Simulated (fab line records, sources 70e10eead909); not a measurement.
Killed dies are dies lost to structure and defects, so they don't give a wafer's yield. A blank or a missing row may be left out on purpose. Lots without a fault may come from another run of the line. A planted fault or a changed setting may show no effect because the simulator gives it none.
fab line records | flow nand_harc | part 2 of 2: steps 5 to 6 of 6
record lots=23 wafers=69 last_day=24
route steps=1159 shown A_STAIRCASE@595
lots that met no fault: from a run of the same line without faults
start_h: hours from the record's first day to the start of the lot's first wafer shown | wait_h: hours since the lot's step before | " the same as in the row above | L1.1+2: a row that stands for several wafers | - no value, or no start given | * or withheld: withheld | < > ~ a bound
route shown NAME@n: a module of which the file shows steps, and the number in the route of the first | usual: mean/standard deviation of fault-free wafers | same: alike in all rows | chamber/n: place in a boat | sites: the reading at each site | _std_site: their standard deviation | _edge_site: outer sites' mean less inner sites' | radius_mm: how far each site lies from the wafer's centre | mask NAME#n: copy n | behind: the tool/chamber that last shaped the wafer | hold: why the lot was held/for how many hours/how that ended | device: the transistor (n, p or np) that didn't switch | end of line: the same wafers' tests at the end of the route | a step without rows: its recipe alone | killed: dies lost to structure and defects at the first sort, not the wafer's yield | map: a wafer's dies, x killed, . not, _ none there
set.NAME: the setting as run; set.NAME@STEP: as run at that earlier step | model.NAME: the simulator's own value behind a step, which no gauge read
steps of the route over a sample of lots; a table a step, a row a wafer
services: from which hour (start_h, from the record's first day; less than 0 if before it) a tool's chamber was out of use, for how many hours, and why
## steps
# step NHARC_A_STAIRCASE_ETCH_236
# recipe target_depth_a=1000 time_s=40.5 ion_energy_ev=400 c4f8_flow_sccm=20 o2_flow_sccm=10 ar_flow_sccm=withheld rf_w=600 bias_w=1000 chemistry=C4F8/O2
# usual oes_product_au=0.941/0.011 rf_fwd_power_W=592.9/2.2 rf_vpp_V=897/5.4
# columns lot.wafer tool chamber start_h wait_h oes_product_au rf_fwd_power_W rf_hours_counter_h rf_vpp_V
L075.2 rie_diel-08 1 - - 0.946 591.5 43 893
L075.4 " 3 " " 0.948 595.5 46 900
L075.1 " 0 " " 0.933 595.4 46 899
L074.1 rie_diel-02 2 - - 0.947 592.4 25 899
L074.6 " 0 " " 0.943 596.7 - 905
L074.5 " 1 " " 0.936 593.7 - 889
L076.4 rie_diel-01 1 - - 0.949 593.9 40 896
L076.3 " 2 " " 0.939 592.2 39 895
L076.5 " 0 " " 0.933 593.0 - 904
L079.1 rie_diel-02 3 - - 0.933 588.8 43 891
L079.4 " 2 " " 0.948 591.9 - 898
L079.5 " 3 " " 0.945 592.7 - 890
L077.3 rie_diel-01 1 - - 0.947 592.3 41 896
L077.4 " 2 " " 0.931 591.1 40 896
L077.2 " 3 " " 0.949 591.6 40 901
L078.2 rie_diel-02 2 - - 0.948 587.9 36 898
L078.4 " 3 " " 0.949 595.4 - 891
L078.5 " 2 " " 0.944 594.6 - 900
L080.3 rie_diel-02 3 - - 0.937 593.9 47 891
L080.6 " 3 " " 0.935 595.3 - 891
L080.5 " 0 " " 0.939 596.2 - 903
L081.3 rie_diel-08 0 - - 0.931 590.5 63 900
L081.4 " 1 " " 0.943 593.0 61 895
L081.6 " 2 " " 0.933 592.6 - 888
L082.3 rie_diel-08 1 - - 0.955 590.8 61 893
L082.2 " 0 " " 0.939 591.9 63 899
L082.6 " 1 " " 0.957 592.1 - 893
L083.2 rie_diel-01 2 - - 0.941 593.9 53 895
L083.1 " 3 " " 0.948 593.8 51 898
L083.5 " 1 " " 0.960 592.0 - 896
L086.3 rie_diel-02 2 - - 0.930 594.0 51 900
L086.4 " 3 " " 0.928 593.1 61 890
L086.2 " 1 " " 0.930 594.0 47 890
L084.2 rie_diel-02 0 - - 0.955 593.7 58 905
L084.1 " 1 " " 0.938 588.7 51 890
L084.5 " 2 " " 0.965 592.9 - 898
L085.1 rie_diel-01 3 - - 0.936 591.4 0 898
L085.3 " 0 " " 0.933 593.0 0 905
L085.4 " 1 " " 0.947 590.2 1 896
L087.3 rie_diel-08 3 - - 0.941 599.4 8 900
L087.2 " 0 " " 0.942 596.1 8 897
L087.1 " 1 " " 0.946 590.0 9 893
L090.3 rie_diel-01 3 - - 0.960 592.8 7 898
L090.2 " 2 " " 0.934 593.4 7 895
L090.6 " 3 " " 0.948 592.0 - 899
L089.2 rie_diel-08 1 - - 0.931 593.7 16 893
L089.4 " 0 " " 0.943 591.6 16 898
L089.5 " 2 " " 0.937 594.4 - 904
L088.3 rie_diel-02 1 - - 0.936 590.8 1 890
L088.2 " 0 " " 0.945 594.3 1 905
L088.6 " 1 " " 0.926 592.0 - 889
L091.4 rie_diel-08 2 - - 0.934 593.9 17 904
L091.3 " 1 " " 0.948 591.5 18 893
L091.6 " 3 " " 0.922 595.1 - 900
L092.4 rie_diel-01 1 - - 0.949 589.2 10 897
L092.2 " 0 " " 0.929 597.7 11 903
L092.5 " 2 " " 0.942 592.4 - 893
L093.3 rie_diel-02 3 - - 0.961 590.2 5 891
L093.2 " 1 " " 0.930 591.4 5 889
L093.5 " 0 " " 0.951 593.5 - 905
L095.4 rie_diel-01 1 - - 0.954 588.5 16 893
L095.1 " 0 " " 0.935 590.7 16 904
L095.6 " 1 " " 0.951 587.5 - 895
L096.1 rie_diel-08 2 - - 0.936 592.1 29 906
L096.4 " 3 " " 0.947 593.6 28 899
L096.6 " 1 " " 0.944 590.8 - 891
L097.1 rie_diel-01 0 - - 0.920 593.1 24 904
L097.4 " 1 " " 0.942 592.5 24 895
L097.6 " 2 " " 0.926 595.8 - 893
# step NHARC_A_STAIRCASE_DESCUM_291
# recipe time_s=3 o2_flow_sccm=200 ar_flow_sccm=0 bias_power_w=0 chemistry=O2
# usual drypump_motor_current_A=5.7/0.5 oes_product_au=0.998/0.011 rf_vpp_V=57.9/0.9 showerhead_plenum_p_Torr=1.95/0.086 throttle_valve_pct=11.313/0.0088
# same bias_power_w=0
# columns lot.wafer tool chamber start_h wait_h drypump_motor_current_A oes_product_au rf_hours_counter_h rf_vpp_V showerhead_plenum_p_Torr throttle_valve_pct
L075.4 rie_diel-08 0 251.23 - 5.6 0.984 49 58.5 1.96 11.312
L075.2 " 2 " " 5.7 1.003 43 57.3 1.77 11.311
L075.1 " 3 " " 6.0 1.002 49 59.3 1.98 11.297
L074.1 rie_diel-08 1 253.09 - 5.2 1.002 46 57.5 1.87 11.304
L074.6 " 2 " " 5.6 1.005 - 57.8 1.77 11.319
L074.5 " 3 " " 6.0 0.993 - 57.3 1.98 11.308
L076.3 rie_diel-02 3 269.79 - 6.6 1.006 44 58.8 1.83 11.320
L076.4 " 2 " " 6.5 1.008 - 59.2 1.96 11.312
L076.5 " 3 " " 6.6 0.998 - 57.6 1.83 11.305
L079.4 rie_diel-08 2 273.72 - 5.6 1.003 52 57.1 1.77 11.325
L079.1 " 0 " " 5.5 0.989 56 56.6 1.96 11.311
L079.5 " 3 " " 6.0 1.002 - 58.9 1.98 11.309
L077.4 rie_diel-01 0 275.21 - 6.0 0.986 43 57.7 2.06 11.314
L077.2 " 1 " " 5.6 1.004 44 56.9 1.92 11.316
L077.3 " 2 " " 5.5 0.992 42 59.2 1.89 11.325
L078.2 rie_diel-01 1 281.75 - 5.6 1.014 45 57.7 1.92 11.311
L078.4 " 3 " " 5.0 1.012 44 58.3 1.96 11.319
L078.5 " 2 " " 5.5 1.004 - 57.6 1.89 11.323
L080.3 rie_diel-02 0 284.16 - 4.9 1.005 46 58.8 2.06 11.316
L080.5 " 2 " " 6.5 1.008 - 56.6 1.96 11.316
L080.6 " 0 " " 4.9 0.999 - 58.2 2.06 11.298
L081.4 rie_diel-02 0 299.91 - 4.9 1.002 52 58.8 2.06 11.315
L081.3 " 2 " " 6.5 1.004 44 58.2 1.96 11.317
L081.6 " 0 " " 4.9 0.999 - 58.8 2.06 11.307
L082.3 rie_diel-01 0 301.60 - 6.0 0.980 51 58.3 2.06 11.309
L082.2 " 1 " " 5.6 1.003 53 58.3 1.92 11.311
L082.6 " 1 " " 5.7 1.007 - 57.7 1.92 11.305
L083.2 rie_diel-01 0 310.67 - 6.0 0.993 53 58.3 2.06 11.326
L083.1 " 1 " " 5.6 1.021 55 57.8 1.92 11.315
L083.5 " 0 " " 6.0 0.996 - 59.6 2.06 11.315
L086.3 rie_diel-02 3 323.68 - 6.6 1.005 65 56.4 1.82 11.305
L086.2 " 0 " " 4.9 1.009 58 59.1 2.06 11.313
L086.4 " 1 " " 5.2 0.986 51 57.1 1.80 11.338
L084.2 rie_diel-01 0 329.73 - 6.0 0.986 2 58.8 2.06 11.308
L084.1 " 2 " " 5.5 0.976 2 58.3 1.89 11.307
L084.5 " 0 " " 6.0 0.989 - 60.7 2.06 11.296
L085.1 rie_diel-01 0 331.63 - 6.0 0.983 3 58.5 2.06 11.305
L085.4 " 2 " " 5.5 0.981 4 59.4 1.89 11.313
L085.3 " 3 " " 5.0 1.000 4 57.1 1.96 11.319
L087.3 rie_diel-01 0 332.40 - 6.0 0.986 3 58.4 2.06 11.297
L087.2 " 1 " " 5.6 1.015 3 56.9 1.92 11.320
L087.1 " 3 " " 5.0 1.007 4 56.9 1.96 11.313
L090.2 rie_diel-01 3 342.63 - 5.0 1.000 9 58.0 1.95 11.313
L090.3 " 0 " " 6.0 0.996 8 58.3 2.06 11.314
L090.6 " 0 " " 6.0 0.989 - 58.1 2.06 11.315
L089.2 rie_diel-08 3 344.11 - 6.0 0.992 17 57.5 1.97 11.315
L089.4 " 0 " " 5.5 1.000 18 57.0 1.95 11.307
L089.5 " 2 " " 5.6 0.998 - 58.8 2.07 11.317
L088.3 rie_diel-01 3 345.17 - 5.0 0.996 10 58.1 1.95 11.303
L088.2 " 1 " " 5.7 1.026 9 57.7 1.91 11.324
L088.6 " 1 " " 5.6 1.021 - 58.3 1.91 11.307
L091.4 rie_diel-01 3 352.70 - 5.0 0.994 12 57.4 1.95 11.331
L091.3 " 2 " " 5.5 0.985 9 57.3 1.89 11.309
L091.6 " 0 " " 6.0 0.991 - 56.5 2.05 11.306
L092.4 rie_diel-08 0 357.73 - 5.5 1.000 22 57.0 1.95 11.305
L092.2 " 1 " " 5.2 1.009 23 57.1 1.86 11.310
L092.5 " 2 " " 5.7 0.995 - 58.5 2.07 11.317
L093.3 rie_diel-02 0 359.61 - 4.9 1.022 6 59.8 2.05 11.298
L093.2 " 2 " " 6.5 1.000 6 59.2 1.95 11.316
L093.5 " 3 " " 6.6 1.005 - 58.2 1.82 11.305
L095.4 rie_diel-08 0 375.56 - 5.5 0.994 28 58.0 1.94 11.302
L095.1 " 1 " " 5.2 1.003 29 56.6 1.86 11.324
L095.6 " 2 " " 5.6 0.991 - 57.2 2.07 11.310
L096.4 rie_diel-08 2 388.03 - 5.6 1.000 33 58.6 2.07 11.302
L096.1 " 1 " " 5.2 0.997 34 58.9 1.86 11.307
L096.6 " 2 " " 5.6 0.987 - 58.5 2.07 11.307
L097.1 rie_diel-08 3 394.47 - 6.0 0.985 34 57.1 1.96 11.299
L097.4 " 0 " " 5.5 0.988 35 58.5 1.94 11.319
L097.6 " 2 " " 5.6 0.996 - 57.7 2.06 11.321
## services
# columns tool chamber start_h hours kind
rie_diel-01 0 221.51 - clean
rie_diel-01 1 221.51 - clean
rie_diel-01 2 221.51 - clean
rie_diel-01 3 221.51 - clean
rie_diel-01 3 240.27 4.8 repair
rie_diel-01 2 241.03 3.9 repair
rie_diel-01 0 246.06 - clean
rie_diel-01 1 246.06 - clean
rie_diel-01 2 246.06 - clean
rie_diel-01 3 246.06 - clean
rie_diel-02 1 250.78 36.2 repair
rie_diel-01 0 270.63 - clean
rie_diel-01 1 270.63 - clean
rie_diel-01 2 270.63 - clean
rie_diel-01 3 270.63 - clean
rie_diel-01 0 295.17 - clean
rie_diel-01 1 295.17 - clean
rie_diel-01 2 295.17 - clean
rie_diel-01 3 295.17 - clean
rie_diel-08 - 301.86 9.0 pm
rie_diel-02 0 307.41 9.1 repair
rie_diel-01 - 315.37 9.0 pm
rie_diel-02 - 327.83 9.0 pm
rie_diel-01 2 340.21 7.5 repair
